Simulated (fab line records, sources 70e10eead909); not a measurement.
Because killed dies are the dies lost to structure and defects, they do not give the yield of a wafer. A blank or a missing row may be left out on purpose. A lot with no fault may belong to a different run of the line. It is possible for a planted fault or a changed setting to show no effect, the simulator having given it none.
Matching of chambers | flow nandHarc | 3 sister chambers for NHARC_A_M0_DEP_32 on pecvd-04
The step deposits SiCN, target thk 30 nm. 6 wafers are shown with their chamber, then 8 later ones without.

== WAFERS WITH THEIR CHAMBER ==
wafer  | chamber | heaterPowerW (W)
L636.1 | 1       | 644
L641.2 | 0       | 555
L648.1 | 0       | 530
L648.2 | 1       | 618
L648.4 | 2       | 567
L650.1 | 2       | 674

== WAFERS WHOSE CHAMBER IS MISSING ==
wafer  | heaterPowerW (W)
L650.4 | 496
L650.5 | 570
L654.1 | 640
L654.4 | 638
L654.5 | 533
L655.1 | 627
L655.2 | 688
L655.4 | 593

== CHAMBER TAKEN BY EACH ==
wafer  | from the rows above          | in truth
L650.4 | can't be placed: 0 or 2 or 1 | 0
L650.5 | can't be placed: 0 or 2 or 1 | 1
L654.1 | can't be placed: 1 or 2 or 0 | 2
L654.4 | can't be placed: 1 or 2 or 0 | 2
L654.5 | can't be placed: 0 or 2 or 1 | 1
L655.1 | can't be placed: 1 or 2 or 0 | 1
L655.2 | can't be placed: 1 or 2 or 0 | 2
L655.4 | can't be placed: 2 or 1 or 0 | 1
Correctly placed: 0 of 8. From these rows, 8 cannot be placed; in 8 the true chamber is one of the candidates. Number placed wrongly: 0.
How it was worked out, from the rows above alone: a wafer's distance from a chamber is the root of the sum, over the readings, of the square of ((its reading less the chamber's mean) divided by the reading's scatter). If the next closest chamber is less than 2 further off than the closest, the wafer can't be placed; otherwise it belongs to the closest. For every chamber, the mean is computed from those of its wafers that are shown. The scatter is the square root of a quotient: the sum, over the shown wafers, of each reading's squared deviation from its chamber's mean, divided by wafers minus chambers.
